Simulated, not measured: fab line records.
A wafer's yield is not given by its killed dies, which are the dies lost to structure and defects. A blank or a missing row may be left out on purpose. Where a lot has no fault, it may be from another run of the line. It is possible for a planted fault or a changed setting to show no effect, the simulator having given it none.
Problem report, 8D (eight disciplines) form, completed by code || flow n5_finfet || the parts of the form that need people (team, actions taken, sign-off) are left out

## 1. WHAT WENT WRONG
Mean of cd_nm at N5_BEOL_M15_CD_MEAS_10: 391.2 nm across 4 wafers in 3 lots; on wafers with no fault it is 359.6 nm (standard deviation 1.5). Relative to the usual mean, that is a shift of +21 standard deviations.
The step: target cd 360 nm.
Seen first at day 14 19:55 on cd_sem-01, wafer L728.2. The record has a number at this step for 32 wafers belonging to 11 lots. By rule, "out" or "out of limits" means more than 4 standard deviations away from the usual mean. All remaining wafers that have a number are taken as sound.

## 2. WHAT IT IS AND WHAT IT IS NOT
{"question": "which readings at this step", "is": "cd_nm", "is not": "-"}
{"question": "which lots", "is": "L726, L728, L729", "is not": "L715, L716, L717, L718, L719, L724, L737, L738"}
{"question": "which wafers of those lots", "is": "L726.2, L728.2, L728.3, L729.2", "is not": "L726.1, L726.5, L728.4, L729.5, L729.6"}
{"question": "read on which gauges", "is": "cd_sem-01, cd_sem-02", "is not": "cd_sem-03"}
{"question": "when", "is": "from day 14 19:55", "is not": "up to then (18 sound wafers); but 10 sound wafers of L726, L729, L737, L738 came after"}

## 3. THE SUSPECTS, EACH WITH WHAT RULES IT OUT
Counting: if a tool at a process step up to the reading ran every lot that is out, it stays a suspect. Sound lots after the first of them don't rule it out here, since some wafers of a struck lot are sound.
- ruled out: the gauge at N5_BEOL_M15_CD_MEAS_10. 2 gauges (cd_sem-01, cd_sem-02) read the wafers that are out.
- krf_scanner-02 at N5_BEOL_M15_EXPOSE_07 (exposes mask V14): kept. It processed each lot that is out (first: L728, day 14 19:44); up to then, its last sound lot is L724 (day 13 21:56).
After counting, what remains is krf_scanner-02 at N5_BEOL_M15_EXPOSE_07.

## 4. THE CAUSE (what the simulator had put in)
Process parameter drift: krf_scanner-02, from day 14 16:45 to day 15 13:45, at N5_BEOL_M15_EXPOSE_07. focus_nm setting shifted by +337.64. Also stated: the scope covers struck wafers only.
The count eliminated every tool but this one.

## 5. THE EFFECT CHAIN, in route order
Each row: a reading where the mean over the struck wafers with a number is more than 3 standard deviations away from the usual. Readings are gone through only where the record gives a usual standard deviation; hours: the median, over the lots, of the time from a lot's start at the first step in this table giving one to that lot's start at this step; sigmas: the change measured in usual standard deviations.
{"hours": 0, "step": "N5_BEOL_M15_CD_MEAS_10", "reading": "cd_nm", "usual": "359.6 nm", "on struck wafers": 391.2, "change": "+31.6", "sigmas": "+21"}
Later steps that measure or inspect, where all struck wafers having a row at the step show a number for every such reading and not one has moved that far: N5_BEOL_M15_OVL_MEAS_11.

## 6. HOW IT WOULD HAVE BEEN CAUGHT EARLIER
The first out-of-limits reading at a measuring or inspecting step in this record came at day 14 19:55, 3 hours after the fault's start at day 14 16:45.
Of the tool readings at N5_BEOL_M15_EXPOSE_07 for which the record gives a usual standard deviation, none was out on any struck wafer, so an alarm limit of 4 standard deviations on them would not have fired.
Of the lots that are out (3), L726, L729 began N5_BEOL_M15_EXPOSE_07 on krf_scanner-02 after day 14 19:55. A hold on the tool at that time would have spared those 2.
